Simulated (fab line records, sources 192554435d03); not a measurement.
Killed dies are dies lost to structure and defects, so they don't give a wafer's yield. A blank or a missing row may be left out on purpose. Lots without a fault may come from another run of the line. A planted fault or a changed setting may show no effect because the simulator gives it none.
Which tool did it? | flow n5_finfet | 12 lots, 36 wafers sampled, at 3 steps of a route of 1938

WHAT THE GAUGES READ, wafer by wafer
N5_PMOS_HMC_CHANNEL_EPI_INSPECT_30: inspects for defects (darkfield).
lot  | measured    | on                | raw_defect_count
L075 | day 2 02:19 | defect_inspect-01 | 15 29 22
L077 | day 2 14:52 | defect_inspect-01 | 39 20 29
L079 | day 3 02:04 | defect_inspect-02 | 28 26 37
L081 | day 3 14:30 | defect_inspect-01 | 15 19 17
L083 | day 4 03:01 | defect_inspect-02 | 24 15 21
L085 | day 4 13:59 | defect_inspect-02 | 15 16 18
L087 | day 5 03:01 | defect_inspect-02 | 14 19 22
L089 | day 5 13:50 | defect_inspect-01 | 23 29 16
L091 | day 6 03:09 | defect_inspect-02 | 14 16 22
L093 | day 6 14:56 | defect_inspect-01 | 10 16 15
L095 | day 7 02:35 | defect_inspect-01 | 13 13 11
L097 | day 7 13:53 | defect_inspect-02 | 13 18 18

WHICH TOOL RAN EACH LOT (tool, then ch and the chambers of the sampled wafers, then the start)
lot  | N5_WELL_APT_EPI_41             | N5_PMOS_HMC_CHANNEL_EPI_HM_OPEN_15
L075 | epi_rpcvd-03 ch 0, day 1 22:23 | rie_diel-04 ch 0,3, day 1 23:39
L077 | epi_rpcvd-04 ch 0, day 2 11:06 | rie_diel-05 ch 0,1,2, day 2 12:12
L079 | epi_rpcvd-04 ch 0, day 2 22:13 | rie_diel-03 ch 0,3, day 2 23:20
L081 | epi_rpcvd-03 ch 0, day 3 10:25 | rie_diel-05 ch 0,2,3, day 3 11:49
L083 | epi_rpcvd-04 ch 0, day 3 22:23 | rie_diel-05 ch 0,1, day 3 23:58
L085 | epi_rpcvd-03 ch 0, day 4 10:11 | rie_diel-03 ch 0,2, day 4 11:13
L087 | epi_rpcvd-04 ch 0, day 4 22:56 | rie_diel-04 ch 0,2,3, day 5 00:16
L089 | epi_rpcvd-04 ch 0, day 5 10:03 | rie_diel-05 ch 0,1,3, day 5 11:10
L091 | epi_rpcvd-03 ch 0, day 5 22:41 | rie_diel-05 ch 0,2,3, day 6 00:29
L093 | epi_rpcvd-03 ch 0, day 6 10:29 | rie_diel-04 ch 0,1,2, day 6 11:37
L095 | epi_rpcvd-03 ch 0, day 6 22:48 | rie_diel-05 ch 1,2,3, day 6 23:55
L097 | epi_rpcvd-03 ch 0, day 7 10:06 | rie_diel-03 ch 1,2,3, day 7 11:13
- N5_WELL_APT_EPI_41: deposits Si from SiH4/H2, target thk 50 nm, time 297.7 s.
- N5_PMOS_HMC_CHANNEL_EPI_HM_OPEN_15: chemistry CHF3/O2, target SiO2, target depth 40.6 nm, time 20.3 s.

THE ANSWER, worked out from the rows above alone
Rule: what is usual is taken from the lots themselves. Put in order of their means at a reading, lots are off if they are a third of the lots or fewer, leave a main group of 4 or more, and stand apart from it by a gap of 3 or more times the standard deviation of the main group's means; of several such gaps the widest counts. A main group whose means are all the same, to the digits that the tables above print for the reading, isn't used. A lot without any number at a reading at which 4 lots or more have one is off too. The other lots that the step has rows for count as sound.
No lot is off at any reading shown: from this, nothing can be told.

WHAT THE SIMULATOR HAD PUT IN
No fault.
